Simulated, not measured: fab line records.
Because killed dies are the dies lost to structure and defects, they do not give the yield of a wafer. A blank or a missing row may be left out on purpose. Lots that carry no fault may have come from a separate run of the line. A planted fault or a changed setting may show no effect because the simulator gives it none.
fab line records + flow n5Finfet
[record]
- lots = 24
- wafers = 72
- lastDay = 18
route steps=1938 shown START@1 PMOS_HMC_CHANNEL_EPI@65 FIN_SAQP@97
lots that met no fault: from a run of the same line without faults
startH: the number of hours between the record's first day and the start of the first shown wafer of the lot + waitH: how many hours have passed since the lot's step before this one + " identical to the entry in the row above + L1.1+2: a row that stands for several wafers + - value missing, or start not given + * or withheld: withheld + < > ~ a bound
route shown NAME@n: names a module that has steps shown in the file, with the first one's number in the route + usual: average and standard deviation across the fault-free wafers + same: alike in all rows + chamber/n: place in a boat + sites: each site's reading + _std_site: standard deviation of those values + _edge_site: outer sites' mean less inner sites' + radiusMm: how far each site lies from the wafer's centre + mask NAME#n: copy n + behind: tool/chamber where the wafer was last shaped + hold: reason for holding the lot/hours on hold/outcome of the hold + device: which transistor (n, p or np) failed to switch + end of line: the same wafers' tests at the end of the route + for a step that has no rows: nothing shown but its recipe + killed: not the wafer's yield, but the dies lost to structure and defects at the first sort + map: the dies of a wafer, with x for killed, . for not killed, _ for no die there
set.NAME: the setting that was run; set.NAME@STEP: the one run at that earlier step + model.NAME: the simulator's own value behind a step, which no gauge read
a sample of lots followed through the steps of the route, with each step as a table and each wafer as a row
services: from which hour (startH, from the record's first day; less than 0 if before it) a tool's chamber was out of use, for how many hours, and why
[[steps]]
[step N5_START_INSPECT_01]
[recipe]
- inspectInstrument = unpatternedScan
- mode = incoming
[usual]
- rawDefectCount = 6.1/2.7
| lot.wafer | tool             | chamber | startH | waitH | rawDefectCount |
|-----------|------------------|---------|--------|-------|----------------|
| L074.1    | defectInspect-01 | -       | 12.03  | -     | 9              |
| L074.3    | "                | -       | "      | "     | 6              |
| L074.6    | "                | -       | "      | "     | 2              |
| L075.1    | defectInspect-02 | -       | 18.03  | -     | 6              |
| L075.3    | "                | -       | "      | "     | 9              |
| L075.4    | "                | -       | "      | "     | 4              |
| L076.1    | defectInspect-02 | -       | 24.03  | -     | 6              |
| L076.3    | "                | -       | "      | "     | 5              |
| L076.6    | "                | -       | "      | "     | 3              |
| L077.1    | defectInspect-02 | -       | 30.03  | -     | 2              |
| L077.3    | "                | -       | "      | "     | 9              |
| L077.6    | "                | -       | "      | "     | 5              |
| L078.2    | defectInspect-01 | -       | 36.03  | -     | 7              |
| L078.4    | "                | -       | "      | "     | 3              |
| L078.5    | "                | -       | "      | "     | 5              |
| L079.1    | defectInspect-01 | -       | 42.33  | -     | 7              |
| L079.3    | "                | -       | "      | "     | 5              |
| L079.4    | "                | -       | "      | "     | 1              |
| L080.2    | defectInspect-02 | -       | 48.03  | -     | 3              |
| L080.4    | "                | -       | "      | "     | 10             |
| L080.5    | "                | -       | "      | "     | 9              |
| L081.1    | defectInspect-02 | -       | 54.03  | -     | 7              |
| L081.4    | "                | -       | "      | "     | 3              |
| L081.5    | "                | -       | "      | "     | 2              |
| L082.1    | defectInspect-01 | -       | 60.03  | -     | 9              |
| L082.3    | "                | -       | "      | "     | 8              |
| L082.5    | "                | -       | "      | "     | 5              |
| L083.1    | defectInspect-02 | -       | 66.03  | -     | 8              |
| L083.5    | "                | -       | "      | "     | 13             |
| L083.6    | "                | -       | "      | "     | 5              |
| L084.2    | defectInspect-01 | -       | 72.04  | -     | 3              |
| L084.3    | "                | -       | "      | "     | 2              |
| L084.5    | "                | -       | "      | "     | 6              |
| L085.3    | defectInspect-02 | -       | 78.03  | -     | 6              |
| L085.5    | "                | -       | "      | "     | 7              |
| L085.6    | "                | -       | "      | "     | 13             |
| L086.1    | defectInspect-02 | -       | 84.03  | -     | 3              |
| L086.3    | "                | -       | "      | "     | 1              |
| L086.4    | "                | -       | "      | "     | 5              |
| L087.2    | defectInspect-02 | -       | 90.03  | -     | 7              |
| L087.3    | "                | -       | "      | "     | 8              |
| L087.5    | "                | -       | "      | "     | 6              |
| L088.1    | defectInspect-01 | -       | 96.03  | -     | 4              |
| L088.4    | "                | -       | "      | "     | 7              |
| L088.5    | "                | -       | "      | "     | 9              |
| L089.1    | defectInspect-01 | -       | 102.03 | -     | 7              |
| L089.5    | "                | -       | "      | "     | 6              |
| L089.6    | "                | -       | "      | "     | 3              |
| L090.1    | defectInspect-01 | -       | 108.03 | -     | 5              |
| L090.3    | "                | -       | "      | "     | 6              |
| L090.5    | "                | -       | "      | "     | 8              |
| L091.3    | defectInspect-02 | -       | 114.03 | -     | 10             |
| L091.4    | "                | -       | "      | "     | 4              |
| L091.6    | "                | -       | "      | "     | 10             |
| L092.3    | defectInspect-01 | -       | 120.03 | -     | 9              |
| L092.4    | "                | -       | "      | "     | 8              |
| L092.6    | "                | -       | "      | "     | 7              |
| L093.3    | defectInspect-02 | -       | 126.03 | -     | 3              |
| L093.4    | "                | -       | "      | "     | 3              |
| L093.6    | "                | -       | "      | "     | 6              |
| L094.1    | defectInspect-02 | -       | 132.03 | -     | 9              |
| L094.5    | "                | -       | "      | "     | 7              |
| L094.6    | "                | -       | "      | "     | 4              |
| L095.2    | defectInspect-02 | -       | 138.03 | -     | 6              |
| L095.4    | "                | -       | "      | "     | 4              |
| L095.6    | "                | -       | "      | "     | 5              |
| L096.1    | defectInspect-02 | -       | 144.03 | -     | 5              |
| L096.5    | "                | -       | "      | "     | 7              |
| L096.6    | "                | -       | "      | "     | 8              |
| L097.1    | defectInspect-01 | -       | 150.03 | -     | 6              |
| L097.2    | "                | -       | "      | "     | 6              |
| L097.3    | "                | -       | "      | "     | 5              |
[step N5_PMOS_HMC_CHANNEL_EPI_CD_MEAS_09]
[recipe]
- targetCdNm = 237.4
- landingEnergyEv = 500
- detector = seInlens
[usual]
- cdNm = 237.2/0.94
| lot.wafer | tool     | chamber | startH | waitH | cdNm  |
|-----------|----------|---------|--------|-------|-------|
| L074.1    | cdSem-01 | 0       | 17.27  | -     | 238.9 |
| L074.3    | "        | 0       | "      | "     | 238.0 |
| L074.6    | "        | 0       | "      | "     | 237.8 |
| L075.1    | cdSem-03 | 0       | 23.25  | -     | 238.4 |
| L075.3    | "        | 0       | "      | "     | 237.3 |
| L075.4    | "        | 0       | "      | "     | 236.5 |
| L076.1    | cdSem-01 | 0       | 29.14  | -     | 237.8 |
| L076.3    | "        | 0       | "      | "     | 237.6 |
| L076.6    | "        | 0       | "      | "     | 238.2 |
| L077.1    | cdSem-03 | 0       | 35.55  | -     | 239.1 |
| L077.3    | "        | 0       | "      | "     | 236.6 |
| L077.6    | "        | 0       | "      | "     | 237.3 |
| L078.2    | cdSem-01 | 0       | 42.25  | -     | 235.4 |
| L078.4    | "        | 0       | "      | "     | 237.9 |
| L078.5    | "        | 0       | "      | "     | 237.2 |
| L079.1    | cdSem-03 | 0       | 48.74  | -     | 235.8 |
| L079.3    | "        | 0       | "      | "     | 237.6 |
| L079.4    | "        | 0       | "      | "     | 237.0 |
| L080.2    | cdSem-02 | 0       | 53.35  | -     | 238.2 |
| L080.4    | "        | 0       | "      | "     | 238.2 |
| L080.5    | "        | 0       | "      | "     | 238.8 |
| L081.1    | cdSem-01 | 0       | 59.24  | -     | 236.0 |
| L081.4    | "        | 0       | "      | "     | 236.4 |
| L081.5    | "        | 0       | "      | "     | 235.7 |
| L082.1    | cdSem-03 | 0       | 65.12  | -     | 238.1 |
| L082.3    | "        | 0       | "      | "     | 239.4 |
| L082.5    | "        | 0       | "      | "     | 237.2 |
| L083.1    | cdSem-03 | 0       | 70.97  | -     | 237.7 |
| L083.5    | "        | 0       | "      | "     | 237.6 |
| L083.6    | "        | 0       | "      | "     | 237.3 |
| L084.2    | cdSem-02 | 0       | 77.49  | -     | 237.6 |
| L084.3    | "        | 0       | "      | "     | 237.6 |
| L084.5    | "        | 0       | "      | "     | 237.6 |
| L085.3    | cdSem-01 | 0       | 83.37  | -     | 236.9 |
| L085.5    | "        | 0       | "      | "     | 236.6 |
| L085.6    | "        | 0       | "      | "     | 236.7 |
| L086.1    | cdSem-01 | 0       | 89.38  | -     | 237.9 |
| L086.3    | "        | 0       | "      | "     | 237.5 |
| L086.4    | "        | 0       | "      | "     | 234.8 |
| L087.2    | cdSem-03 | 0       | 95.01  | -     | 237.6 |
| L087.3    | "        | 0       | "      | "     | 237.3 |
| L087.5    | "        | 0       | "      | "     | 237.0 |
| L088.1    | cdSem-01 | 0       | 101.47 | -     | 237.2 |
| L088.4    | "        | 0       | "      | "     | 237.1 |
| L088.5    | "        | 0       | "      | "     | 235.1 |
| L089.1    | cdSem-01 | 0       | 107.06 | -     | 236.2 |
| L089.5    | "        | 0       | "      | "     | 236.9 |
| L089.6    | "        | 0       | "      | "     | 235.3 |
| L090.1    | cdSem-01 | 0       | 113.95 | -     | 237.7 |
| L090.3    | "        | 0       | "      | "     | 237.4 |
| L090.5    | "        | 0       | "      | "     | 238.0 |
| L091.3    | cdSem-03 | 0       | 119.27 | -     | 234.4 |
| L091.4    | "        | 0       | "      | "     | 236.6 |
| L091.6    | "        | 0       | "      | "     | 236.3 |
| L092.3    | cdSem-03 | 0       | 126.94 | -     | 236.2 |
| L092.4    | "        | 0       | "      | "     | 236.7 |
| L092.6    | "        | 0       | "      | "     | 237.0 |
| L093.3    | cdSem-02 | 0       | 137.60 | -     | 236.5 |
| L093.4    | "        | 0       | "      | "     | 237.2 |
| L093.6    | "        | 0       | "      | "     | 236.1 |
| L094.1    | cdSem-02 | 0       | 138.57 | -     | 237.4 |
| L094.5    | "        | 0       | "      | "     | 236.0 |
| L094.6    | "        | 0       | "      | "     | 237.5 |
| L095.2    | cdSem-02 | 0       | 143.93 | -     | 238.0 |
| L095.4    | "        | 0       | "      | "     | 237.4 |
| L095.6    | "        | 0       | "      | "     | 236.7 |
| L096.1    | cdSem-01 | 0       | 148.88 | -     | 236.8 |
| L096.5    | "        | 0       | "      | "     | 238.0 |
| L096.6    | "        | 0       | "      | "     | 237.8 |
| L097.1    | cdSem-02 | 0       | 154.86 | -     | 235.7 |
| L097.2    | "        | 0       | "      | "     | 237.2 |
| L097.3    | "        | 0       | "      | "     | 237.8 |
[step N5_PMOS_HMC_CHANNEL_EPI_THK_MEAS_22]
[recipe]
- reads = SiGe30_of_PMOS_HMC_CHANNEL_EPI_EPI_20
[usual]
- HMC_CMP_THK = 53.7/0.78
| lot.wafer | tool         | chamber | startH | waitH | HMC_CMP_THK[nm] |
|-----------|--------------|---------|--------|-------|-----------------|
| L074.1    | filmMetro-01 | -       | 20.15  | -     | 53.2            |
| L074.3    | "            | -       | "      | "     | 54.5            |
| L074.6    | "            | -       | "      | "     | 53.4            |
| L075.1    | filmMetro-02 | -       | 25.60  | -     | 54.7            |
| L075.3    | "            | -       | "      | "     | 53.1            |
| L075.4    | "            | -       | "      | "     | 53.7            |
| L076.1    | filmMetro-01 | -       | 31.50  | -     | 52.8            |
| L076.3    | "            | -       | "      | "     | 53.1            |
| L076.6    | "            | -       | "      | "     | 53.2            |
| L077.1    | filmMetro-01 | -       | 38.25  | -     | 52.6            |
| L077.3    | "            | -       | "      | "     | 54.1            |
| L077.6    | "            | -       | "      | "     | 54.3            |
| L078.2    | filmMetro-02 | -       | 44.64  | -     | 55.3            |
| L078.4    | "            | -       | "      | "     | 52.9            |
| L078.5    | "            | -       | "      | "     | 54.4            |
| L079.1    | filmMetro-01 | -       | 51.11  | -     | 53.3            |
| L079.3    | "            | -       | "      | "     | 52.2            |
| L079.4    | "            | -       | "      | "     | 52.7            |
| L080.2    | filmMetro-02 | -       | 56.91  | -     | 54.7            |
| L080.4    | "            | -       | "      | "     | 52.5            |
| L080.5    | "            | -       | "      | "     | 53.1            |
| L081.1    | filmMetro-02 | -       | 61.99  | -     | 53.7            |
| L081.4    | "            | -       | "      | "     | 53.2            |
| L081.5    | "            | -       | "      | "     | 53.0            |
| L082.1    | filmMetro-01 | -       | 67.47  | -     | 52.5            |
| L082.3    | "            | -       | "      | "     | 54.5            |
| L082.5    | "            | -       | "      | "     | 53.8            |
| L083.1    | filmMetro-02 | -       | 73.87  | -     | 54.6            |
| L083.5    | "            | -       | "      | "     | 54.6            |
| L083.6    | "            | -       | "      | "     | 54.3            |
| L084.2    | filmMetro-01 | -       | 80.13  | -     | 53.2            |
| L084.3    | "            | -       | "      | "     | 54.2            |
| L084.5    | "            | -       | "      | "     | 54.2            |
| L085.3    | filmMetro-02 | -       | 85.71  | -     | 54.4            |
| L085.5    | "            | -       | "      | "     | 54.9            |
| L085.6    | "            | -       | "      | "     | 53.0            |
| L086.1    | filmMetro-02 | -       | 91.74  | -     | 53.3            |
| L086.3    | "            | -       | "      | "     | 52.9            |
| L086.4    | "            | -       | "      | "     | 52.3            |
| L087.2    | filmMetro-02 | -       | 97.37  | -     | 54.9            |
| L087.3    | "            | -       | "      | "     | 52.9            |
| L087.5    | "            | -       | "      | "     | 53.6            |
| L088.1    | filmMetro-01 | -       | 103.82 | -     | 53.1            |
| L088.4    | "            | -       | "      | "     | 53.4            |
| L088.5    | "            | -       | "      | "     | 54.1            |
| L089.1    | filmMetro-02 | -       | 109.50 | -     | 52.6            |
| L089.5    | "            | -       | "      | "     | 54.1            |
| L089.6    | "            | -       | "      | "     | 54.2            |
| L090.1    | filmMetro-02 | -       | 116.32 | -     | 52.9            |
| L090.3    | "            | -       | "      | "     | 54.1            |
| L090.5    | "            | -       | "      | "     | 54.6            |
| L091.3    | filmMetro-01 | -       | 121.64 | -     | 53.5            |
| L091.4    | "            | -       | "      | "     | 54.7            |
| L091.6    | "            | -       | "      | "     | 53.4            |
| L092.3    | filmMetro-02 | -       | 129.31 | -     | 54.0            |
| L092.4    | "            | -       | "      | "     | 52.8            |
| L092.6    | "            | -       | "      | "     | 54.3            |
| L093.3    | filmMetro-01 | -       | 140.30 | -     | 53.4            |
| L093.4    | "            | -       | "      | "     | 54.4            |
| L093.6    | "            | -       | "      | "     | 53.3            |
| L094.1    | filmMetro-01 | -       | 141.28 | -     | 53.9            |
| L094.5    | "            | -       | "      | "     | 54.7            |
| L094.6    | "            | -       | "      | "     | 54.0            |
| L095.2    | filmMetro-01 | -       | 146.28 | -     | 53.0            |
| L095.4    | "            | -       | "      | "     | 52.6            |
| L095.6    | "            | -       | "      | "     | 54.2            |
| L096.1    | filmMetro-02 | -       | 151.22 | -     | 53.2            |
| L096.5    | "            | -       | "      | "     | 52.5            |
| L096.6    | "            | -       | "      | "     | 54.2            |
| L097.1    | filmMetro-02 | -       | 157.38 | -     | 54.2            |
| L097.2    | "            | -       | "      | "     | 54.3            |
| L097.3    | "            | -       | "      | "     | 53.5            |
[step N5_FIN_SAQP_THK_MEAS_05]
[usual]
- thkNm = 38.1/0.52
| lot.wafer | tool         | chamber | startH | waitH | thkNm |
|-----------|--------------|---------|--------|-------|-------|
| L074.1    | filmMetro-02 | -       | 21.27  | 0.1   | 37.6  |
| L074.3    | "            | -       | "      | "     | 37.5  |
| L074.6    | "            | -       | "      | "     | 38.2  |
| L075.1    | filmMetro-01 | -       | 28.93  | 0.1   | 37.8  |
| L075.3    | "            | -       | "      | "     | 37.4  |
| L075.4    | "            | -       | "      | "     | 38.3  |
| L076.1    | filmMetro-01 | -       | 32.63  | 0.1   | 38.2  |
| L076.3    | "            | -       | "      | "     | 38.4  |
| L076.6    | "            | -       | "      | "     | 38.2  |
| L077.1    | filmMetro-02 | -       | 39.36  | 0.1   | 37.6  |
| L077.3    | "            | -       | "      | "     | 37.7  |
| L077.6    | "            | -       | "      | "     | 38.8  |
| L078.2    | filmMetro-01 | -       | 45.75  | 0.1   | 36.5  |
| L078.4    | "            | -       | "      | "     | 37.8  |
| L078.5    | "            | -       | "      | "     | 37.8  |
| L079.1    | filmMetro-01 | -       | 53.05  | 0.1   | 37.5  |
| L079.3    | "            | -       | "      | "     | 38.1  |
| L079.4    | "            | -       | "      | "     | 37.5  |
| L080.2    | filmMetro-02 | -       | 58.05  | 0.1   | 38.0  |
| L080.4    | "            | -       | "      | "     | 38.4  |
| L080.5    | "            | -       | "      | "     | 38.2  |
| L081.1    | filmMetro-02 | -       | 63.10  | 0.1   | 38.2  |
| L081.4    | "            | -       | "      | "     | 37.9  |
| L081.5    | "            | -       | "      | "     | 38.5  |
| L082.1    | filmMetro-02 | -       | 68.65  | 0.1   | 37.4  |
| L082.3    | "            | -       | "      | "     | 38.3  |
| L082.5    | "            | -       | "      | "     | 38.9  |
| L083.1    | filmMetro-01 | -       | 75.03  | 0.1   | 37.5  |
| L083.5    | "            | -       | "      | "     | 38.1  |
| L083.6    | "            | -       | "      | "     | 38.0  |
| L084.2    | filmMetro-01 | -       | 81.43  | 0.1   | 37.4  |
| L084.3    | "            | -       | "      | "     | 38.2  |
| L084.5    | "            | -       | "      | "     | 39.1  |
| L085.3    | filmMetro-02 | -       | 86.82  | 0.1   | 37.7  |
| L085.5    | "            | -       | "      | "     | 38.7  |
| L085.6    | "            | -       | "      | "     | 38.2  |
| L086.1    | filmMetro-02 | -       | 93.21  | 0.1   | 38.6  |
| L086.3    | "            | -       | "      | "     | 37.5  |
| L086.4    | "            | -       | "      | "     | 38.6  |
| L087.2    | filmMetro-02 | -       | 98.48  | 0.1   | 37.1  |
| L087.3    | "            | -       | "      | "     | 38.1  |
| L087.5    | "            | -       | "      | "     | 38.7  |
| L088.1    | filmMetro-02 | -       | 105.72 | 0.1   | 38.6  |
| L088.4    | "            | -       | "      | "     | 38.3  |
| L088.5    | "            | -       | "      | "     | 38.9  |
| L089.1    | filmMetro-01 | -       | 111.27 | 0.1   | 38.5  |
| L089.5    | "            | -       | "      | "     | 38.6  |
| L089.6    | "            | -       | "      | "     | 38.4  |
| L090.1    | filmMetro-01 | -       | 118.20 | 0.1   | 38.0  |
| L090.3    | "            | -       | "      | "     | 38.1  |
| L090.5    | "            | -       | "      | "     | 38.6  |
| L091.3    | filmMetro-01 | -       | 125.10 | 0.1   | 37.3  |
| L091.4    | "            | -       | "      | "     | 37.9  |
| L091.6    | "            | -       | "      | "     | 38.0  |
| L092.3    | filmMetro-02 | -       | 131.01 | 0.1   | 37.4  |
| L092.4    | "            | -       | "      | "     | 38.9  |
| L092.6    | "            | -       | "      | "     | 38.0  |
| L093.3    | filmMetro-01 | -       | 141.57 | 0.1   | 37.2  |
| L093.4    | "            | -       | "      | "     | 37.9  |
| L093.6    | "            | -       | "      | "     | 37.7  |
| L094.1    | filmMetro-01 | -       | 142.56 | 0.1   | 37.8  |
| L094.5    | "            | -       | "      | "     | 38.4  |
| L094.6    | "            | -       | "      | "     | 38.7  |
| L095.2    | filmMetro-02 | -       | 147.54 | 0.1   | 37.4  |
| L095.4    | "            | -       | "      | "     | 38.4  |
| L095.6    | "            | -       | "      | "     | 38.3  |
| L096.1    | filmMetro-01 | -       | 153.66 | 0.1   | 38.5  |
| L096.5    | "            | -       | "      | "     | 39.3  |
| L096.6    | "            | -       | "      | "     | 38.9  |
| L097.1    | filmMetro-02 | -       | 158.56 | 0.1   | 37.1  |
| L097.2    | "            | -       | "      | "     | 37.7  |
| L097.3    | "            | -       | "      | "     | 37.8  |
[step N5_FIN_SAQP_HM_DEP_72]
[recipe]
- material = SiO2
- targetThkA = 120
- tempC = 400
- precursor = SiH4/N2O
- pressureTorr = 0.75
- rfW = 275
- timeS = 7.2
[usual]
- heaterPowerW = 742/120
- showerheadPlenumPTorr = 8.11/0.12
| lot.wafer | tool     | chamber | startH | waitH | heaterPowerW | showerheadPlenumPTorr |
|-----------|----------|---------|--------|-------|--------------|-----------------------|
| L074.1    | pecvd-03 | 0       | 21.59  | 0.0   | 883          | 8.05                  |
| L074.3    | "        | 1       | "      | "     | 604          | 8.09                  |
| L074.6    | "        | 0       | "      | "     | 868          | 8.06                  |
| L075.1    | pecvd-04 | 1       | 29.17  | 0.0   | 842          | 8.08                  |
| L075.3    | "        | 2       | "      | "     | 760          | 8.05                  |
| L075.4    | "        | 1       | "      | "     | 836          | 8.09                  |
| L076.1    | pecvd-04 | 2       | 32.87  | 0.0   | 759          | 8.07                  |
| L076.3    | "        | 0       | "      | "     | 899          | 8.12                  |
| L076.6    | "        | 1       | "      | "     | 838          | 8.09                  |
| L077.1    | pecvd-03 | 1       | 39.61  | 0.0   | 611          | 8.07                  |
| L077.3    | "        | 1       | "      | "     | 602          | 8.07                  |
| L077.6    | "        | 0       | "      | "     | 860          | 8.03                  |
| L078.2    | pecvd-01 | 0       | 45.99  | 0.0   | 737          | 7.96                  |
| L078.4    | "        | 1       | "      | "     | 738          | 7.97                  |
| L078.5    | "        | 2       | "      | "     | 725          | 8.37                  |
| L079.1    | pecvd-01 | 0       | 53.29  | 0.0   | 692          | 7.97                  |
| L079.3    | "        | 1       | "      | "     | 758          | 7.97                  |
| L079.4    | "        | 2       | "      | "     | 667          | 8.38                  |
| L080.2    | pecvd-03 | 1       | 58.29  | 0.0   | 587          | 8.07                  |
| L080.4    | "        | 0       | "      | "     | 846          | 8.06                  |
| L080.5    | "        | 2       | "      | "     | 571          | 8.24                  |
| L081.1    | pecvd-04 | 1       | 63.34  | 0.0   | 780          | 8.08                  |
| L081.4    | "        | 1       | "      | "     | 773          | 8.08                  |
| L081.5    | "        | 2       | "      | "     | 718          | 8.05                  |
| L082.1    | pecvd-04 | 2       | 68.97  | 0.0   | 757          | 8.06                  |
| L082.3    | "        | 1       | "      | "     | 826          | 8.05                  |
| L082.5    | "        | 1       | "      | "     | 836          | 8.09                  |
| L083.1    | pecvd-03 | 2       | 75.27  | 0.0   | 622          | 8.27                  |
| L083.5    | "        | 1       | "      | "     | 565          | 8.08                  |
| L083.6    | "        | 2       | "      | "     | 629          | 8.25                  |
| L084.2    | pecvd-01 | 2       | 81.67  | 0.0   | 789          | 8.40                  |
| L084.3    | "        | 2       | "      | "     | 769          | 8.40                  |
| L084.5    | "        | 2       | "      | "     | 757          | 8.39                  |
| L085.3    | pecvd-03 | 2       | 87.06  | 0.0   | 496          | 8.28                  |
| L085.5    | "        | 0       | "      | "     | 982          | 8.05                  |
| L085.6    | "        | 2       | "      | "     | 525          | 8.25                  |
| L086.1    | pecvd-03 | 0       | 93.45  | 0.0   | 972          | 8.03                  |
| L086.3    | "        | 2       | "      | "     | 526          | 8.24                  |
| L086.4    | "        | 1       | "      | "     | 578          | 8.08                  |
| L087.2    | pecvd-01 | 1       | 98.72  | 0.0   | 712          | 7.96                  |
| L087.3    | "        | 2       | "      | "     | 673          | 8.37                  |
| L087.5    | "        | 1       | "      | "     | 731          | 7.97                  |
| L088.1    | pecvd-04 | 2       | 105.96 | 0.0   | 770          | 8.05                  |
| L088.4    | "        | 0       | "      | "     | 920          | 8.13                  |
| L088.5    | "        | 2       | "      | "     | 771          | 8.07                  |
| L089.1    | pecvd-03 | 1       | 111.51 | 0.0   | 624          | 8.08                  |
| L089.5    | "        | 2       | "      | "     | 629          | 8.26                  |
| L089.6    | "        | 1       | "      | "     | 627          | 8.06                  |
| L090.1    | pecvd-01 | 2       | 118.44 | 0.0   | 733          | 8.39                  |
| L090.3    | "        | 1       | "      | "     | 822          | 7.99                  |
| L090.5    | "        | 2       | "      | "     | 747          | 8.39                  |
| L091.3    | pecvd-03 | 1       | 125.34 | 0.0   | 582          | 8.09                  |
| L091.4    | "        | 0       | "      | "     | 915          | 8.03                  |
| L091.6    | "        | 1       | "      | "     | 558          | 8.08                  |
| L092.3    | pecvd-03 | 2       | 131.25 | 0.0   | 633          | 8.23                  |
| L092.4    | "        | 1       | "      | "     | 579          | 8.07                  |
| L092.6    | "        | 0       | "      | "     | 966          | 8.01                  |
| L093.3    | pecvd-01 | 2       | 141.81 | 0.0   | 712          | 8.38                  |
| L093.4    | "        | 2       | "      | "     | 699          | 8.39                  |
| L093.6    | "        | 1       | "      | "     | 874          | 7.98                  |
| L094.1    | pecvd-04 | 2       | 142.80 | 0.0   | 666          | 8.07                  |
| L094.5    | "        | 1       | "      | "     | 773          | 8.09                  |
| L094.6    | "        | 2       | "      | "     | 670          | 8.06                  |
| L095.2    | pecvd-04 | 1       | 147.78 | 0.0   | 817          | 8.07                  |
| L095.4    | "        | 0       | "      | "     | 915          | 8.14                  |
| L095.6    | "        | 2       | "      | "     | 669          | 8.07                  |
| L096.1    | pecvd-01 | 0       | 153.90 | 0.0   | 789          | 7.97                  |
| L096.5    | "        | 1       | "      | "     | 839          | 7.97                  |
| L096.6    | "        | 2       | "      | "     | 785          | 8.39                  |
| L097.1    | pecvd-03 | 0       | 158.80 | 0.0   | 988          | 8.06                  |
| L097.2    | "        | 1       | "      | "     | 641          | 8.06                  |
| L097.3    | "        | 2       | "      | "     | 552          | 8.27                  |
[step N5_FIN_SAQP_OVL_MEAS_17]
[recipe]
- pointsPerWafer = 44
[usual]
- FIN_CORE_OVL = 0.3/0.77
| lot.wafer | tool       | chamber | startH | waitH | FIN_CORE_OVL[nm] |
|-----------|------------|---------|--------|-------|------------------|
| L074.1    | overlay-02 | 0       | 21.97  | 0.0   | -0.6             |
| L074.3    | "          | 0       | "      | "     | 1.2              |
| L074.6    | "          | 0       | "      | "     | 0.4              |
| L075.1    | overlay-02 | 0       | 29.53  | 0.0   | 0.3              |
| L075.3    | "          | 0       | "      | "     | 0.7              |
| L075.4    | "          | 0       | "      | "     | 0.1              |
| L076.1    | overlay-02 | 0       | 33.36  | 0.0   | -0.9             |
| L076.3    | "          | 0       | "      | "     | -1.0             |
| L076.6    | "          | 0       | "      | "     | 0.3              |
| L077.1    | overlay-01 | 0       | 40.12  | 0.0   | -0.2             |
| L077.3    | "          | 0       | "      | "     | 1.2              |
| L077.6    | "          | 0       | "      | "     | 0.3              |
| L078.2    | overlay-02 | 0       | 46.48  | 0.0   | 0.1              |
| L078.4    | "          | 0       | "      | "     | -1.2             |
| L078.5    | "          | 0       | "      | "     | 0.6              |
| L079.1    | overlay-01 | 0       | 53.78  | 0.0   | 1.3              |
| L079.3    | "          | 0       | "      | "     | 1.5              |
| L079.4    | "          | 0       | "      | "     | 2.0              |
| L080.2    | overlay-01 | 0       | 58.65  | 0.0   | 0.4              |
| L080.4    | "          | 0       | "      | "     | 2.3              |
| L080.5    | "          | 0       | "      | "     | 1.0              |
| L081.1    | overlay-02 | 0       | 63.71  | 0.0   | -0.4             |
| L081.4    | "          | 0       | "      | "     | -0.4             |
| L081.5    | "          | 0       | "      | "     | -0.2             |
| L082.1    | overlay-01 | 0       | 69.33  | 0.0   | -0.2             |
| L082.3    | "          | 0       | "      | "     | 1.6              |
| L082.5    | "          | 0       | "      | "     | 0.6              |
| L083.1    | overlay-01 | 0       | 75.78  | 0.0   | 1.7              |
| L083.5    | "          | 0       | "      | "     | 2.0              |
| L083.6    | "          | 0       | "      | "     | 0.5              |
| L084.2    | overlay-01 | 0       | 82.06  | 0.0   | -0.4             |
| L084.3    | "          | 0       | "      | "     | -1.5             |
| L084.5    | "          | 0       | "      | "     | -0.3             |
| L085.3    | overlay-01 | 0       | 87.55  | 0.0   | 1.2              |
| L085.5    | "          | 0       | "      | "     | 0.2              |
| L085.6    | "          | 0       | "      | "     | 0.2              |
| L086.1    | overlay-01 | 0       | 93.81  | 0.0   | 0.2              |
| L086.3    | "          | 0       | "      | "     | -0.5             |
| L086.4    | "          | 0       | "      | "     | -0.2             |
| L087.2    | overlay-01 | 0       | 99.21  | 0.0   | 1.1              |
| L087.3    | "          | 0       | "      | "     | -0.3             |
| L087.5    | "          | 0       | "      | "     | 0.4              |
| L088.1    | overlay-02 | 0       | 106.45 | 0.0   | -0.1             |
| L088.4    | "          | 0       | "      | "     | -0.1             |
| L088.5    | "          | 0       | "      | "     | 0.1              |
| L089.1    | overlay-01 | 0       | 111.88 | 0.0   | 0.0              |
| L089.5    | "          | 0       | "      | "     | 0.2              |
| L089.6    | "          | 0       | "      | "     | 0.0              |
| L090.1    | overlay-01 | 0       | 120.21 | 0.0   | 0.3              |
| L090.3    | "          | 0       | "      | "     | 0.2              |
| L090.5    | "          | 0       | "      | "     | 0.6              |
| L091.3    | overlay-02 | 0       | 125.70 | 0.0   | -1.0             |
| L091.4    | "          | 0       | "      | "     | 0.1              |
| L091.6    | "          | 0       | "      | "     | 0.4              |
| L092.3    | overlay-01 | 0       | 131.74 | 0.0   | 0.3              |
| L092.4    | "          | 0       | "      | "     | 0.9              |
| L092.6    | "          | 0       | "      | "     | 0.6              |
| L093.3    | overlay-02 | 0       | 142.17 | 0.0   | 0.5              |
| L093.4    | "          | 0       | "      | "     | -1.6             |
| L093.6    | "          | 0       | "      | "     | 1.8              |
| L094.1    | overlay-02 | 0       | 143.29 | 0.0   | 1.0              |
| L094.5    | "          | 0       | "      | "     | -0.3             |
| L094.6    | "          | 0       | "      | "     | 0.1              |
| L095.2    | overlay-02 | 0       | 148.15 | 0.0   | -0.5             |
| L095.4    | "          | 0       | "      | "     | 0.0              |
| L095.6    | "          | 0       | "      | "     | 0.6              |
| L096.1    | overlay-02 | 0       | 154.39 | 0.0   | 1.2              |
| L096.5    | "          | 0       | "      | "     | 0.6              |
| L096.6    | "          | 0       | "      | "     | 1.3              |
| L097.1    | overlay-01 | 0       | 159.29 | 0.0   | 0.6              |
| L097.2    | "          | 0       | "      | "     | 0.2              |
| L097.3    | "          | 0       | "      | "     | 0.7              |
[[services]]
| tool     | chamber | startH | hours | kind                         |
|----------|---------|--------|-------|------------------------------|
| pecvd-03 | 2       | 21.12  | -     | clean                        |
| pecvd-03 | 2       | 21.12  | -     | consumableReplace:showerhead |
| pecvd-03 | 2       | 21.12  | 29.0  | scheduledDown                |
| pecvd-03 | 2       | 21.12  | 29.0  | ventCycle                    |
| pecvd-01 | -       | 46.77  | 0.6   | repair                       |
| pecvd-03 | 0       | 65.04  | 5.5   | scheduledDown                |
| pecvd-03 | 0       | 71.67  | 5.5   | scheduledDown                |
| pecvd-01 | 1       | 77.92  | 5.5   | scheduledDown                |
| pecvd-01 | 1       | 83.71  | 2.1   | scheduledDown                |
| pecvd-03 | -       | 142.42 | 14.6  | pm                           |
[[key]]
fault none
